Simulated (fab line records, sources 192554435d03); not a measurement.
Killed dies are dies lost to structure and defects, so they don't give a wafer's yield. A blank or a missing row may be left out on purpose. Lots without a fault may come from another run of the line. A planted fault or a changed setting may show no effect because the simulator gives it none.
Split-lot experiment | flow n5_finfet | 7 lots, 21 wafers read, on a route of 1938 steps

THE SPLIT
At N5_BEOL_M7_COAT_71 (time 60 s, resist thk 5 nm), the setting spin_rpm was moved away from the recipe's 1500 rpm on 5 of the 21 wafers read, by -7.0% to +10.6%. The other wafers ran this setting at the recipe's value.

FROM THE SPLIT TO THE READING: what the file shows between them, 1 step
- N5_BEOL_M7_DESCUM_33: chemistry O2, time 7 s (also split here: time_s)

THE READING
etch.depth_nm (the simulator's own value, which no gauge read), in nm, at N5_BEOL_M7_ETCH_72 (etches underlayer in N2/H2, target depth 6.5 nm, time 5.2 s). The file gives no usual value for it. The 16 wafers here that ran the recipe average 4.991 nm, standard deviation 0.014 nm.

wafer  | tool, chamber at the split | spin_rpm as run, rpm | against the recipe | etch.depth_nm, nm | against lot-mates on the recipe
L080.2 | litho_track-04, 0          | 1659                 | +10.6%             | 4.746             | -0.255
L080.3 | litho_track-04, 0          | 1500                 | recipe             | 5.001             | -
L080.4 | litho_track-04, 0          | 1500                 | recipe             | 5                 | -
L084.1 | litho_track-02, 0          | 1500                 | recipe             | 4.981             | -
L084.3 | litho_track-02, 0          | 1500                 | recipe             | 4.981             | -
L084.4 | litho_track-02, 0          | 1500                 | recipe             | 4.976             | -
L091.2 | litho_track-02, 0          | 1500                 | recipe             | 4.995             | -
L091.6 | litho_track-02, 0          | 1500                 | recipe             | 4.995             | -
L091.4 | litho_track-02, 0          | 1500                 | recipe             | 4.993             | -
L093.1 | litho_track-02, 0          | 1658                 | +10.5%             | 4.729             | -0.237
L093.3 | litho_track-02, 0          | 1500                 | recipe             | 4.966             | -
L093.5 | litho_track-02, 0          | 1658                 | +10.5%             | 4.736             | -0.230
L095.1 | litho_track-03, 0          | 1500                 | recipe             | 5.007             | -
L095.3 | litho_track-03, 0          | 1500                 | recipe             | 4.993             | -
L095.6 | litho_track-03, 0          | 1500                 | recipe             | 4.977             | -
L096.1 | litho_track-02, 0          | 1500                 | recipe             | 4.975             | -
L096.2 | litho_track-02, 0          | 1395                 | -7.0%              | 5.165             | +0.190
L096.4 | litho_track-02, 0          | 1395                 | -7.0%              | 5.174             | +0.199
L097.1 | litho_track-03, 0          | 1500                 | recipe             | 5.023             | -
L097.2 | litho_track-03, 0          | 1500                 | recipe             | 4.999             | -
L097.3 | litho_track-03, 0          | 1500                 | recipe             | 4.994             | -

THE FIT
A straight line over all 21 wafers: etch.depth_nm changes by -0.0244 nm for each +1% of spin_rpm; r = -0.99; the points scatter about the line by 0.013 nm.
The same after taking each lot's own level away (the mean of its wafers on the recipe; 21 wafers): -0.0241 nm for each +1%; r = -0.99; scatter 0.012 nm.
On that fit, the largest move of spin_rpm shifts the reading by 0.26 nm.
The lots' own levels span 4.9660 to 5.0053 nm, that is 2.8 times the standard deviation above.
So the lot-to-lot level changes the slope little: the two slopes agree.
Check: with one of the wafers moved furthest among these (+10.6%) left out of the fit, the line predicts -0.25 nm for it against its lot-mates. It came out at -0.255 nm against them.

OTHER SPLITS ON THESE WAFERS
These wafers also went through other splits before the reading. Each is held against what the fit with the lots' levels taken away leaves over:
other split on the same wafers   | wafers away from the commonest value | r with etch.depth_nm (lot level and that fit taken away)
N5_BEOL_M6_ETCH_62 bias_w        | 5                                    | -0.31
N5_BEOL_M6_TRENCH_ETCH_37 time_s | 5                                    | -0.53
N5_BEOL_M7_DESCUM_33 time_s      | 5                                    | +0.16

THE FILE'S OWN FIT
etch.depth_nm changes by -0.0239 nm for each +1% of spin_rpm, r = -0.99.
